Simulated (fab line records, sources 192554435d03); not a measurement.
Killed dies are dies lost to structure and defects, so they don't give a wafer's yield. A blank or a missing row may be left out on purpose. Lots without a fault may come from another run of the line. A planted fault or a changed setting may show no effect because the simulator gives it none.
Chamber matching | flow n5_finfet | N5_BEOL_M0_SAQP_PECVD_03 on pecvd-04: 3 sister chambers
The step deposits SiCN from 3MS/NH3, target thk 12 nm, time 21.1 s. 6 wafers are shown with their chamber, then 8 later ones without.

WAFERS WITH THEIR CHAMBER
wafer  | chamber | throttle_valve_pct (%) | showerhead_plenum_p_Torr (Torr)
L083.6 | 1       | 9.2                    | 3.668
L087.4 | 1       | 9.1                    | 3.678
L087.6 | 2       | 10.1                   | 3.658
L088.4 | 2       | 10.4                   | 3.660
L088.6 | 0       | 9.4                    | 3.680
L089.1 | 0       | 9.4                    | 3.696

WAFERS WITHOUT THEIR CHAMBER
wafer  | throttle_valve_pct (%) | showerhead_plenum_p_Torr (Torr)
L089.2 | 9.1                    | 3.663
L089.3 | 10.7                   | 3.648
L089.4 | 9.3                    | 3.669
L089.5 | 9.3                    | 3.665
L089.6 | 10.6                   | 3.650
L093.2 | 9.2                    | 3.687
L093.4 | 9.4                    | 3.679
L093.6 | 9.2                    | 3.670

WHICH CHAMBER EACH WENT THROUGH
wafer  | from the rows above     | in truth
L089.2 | 1                       | 1
L089.3 | 2                       | 2
L089.4 | can't be placed: 1 or 0 | 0
L089.5 | can't be placed: 1 or 0 | 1
L089.6 | 2                       | 2
L093.2 | can't be placed: 0 or 1 | 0
L093.4 | can't be placed: 0 or 1 | 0
L093.6 | 1                       | 1
Placed correctly: 4 of 8. Can't be placed from these rows: 4 (the true chamber is among the candidates in 4). Placed wrongly: 0.
How it was worked out, from the rows above alone: a wafer's distance from a chamber is the root of the sum, over the readings, of the square of ((its reading less the chamber's mean) divided by the reading's scatter). The wafer belongs to the nearest chamber; if the next one is less than 2 further off, it can't be placed. A chamber's mean is the mean of its shown wafers. The scatter: the root of (the sum of the squares of (reading less its chamber's mean) over the shown wafers, divided by (wafers less chambers)).
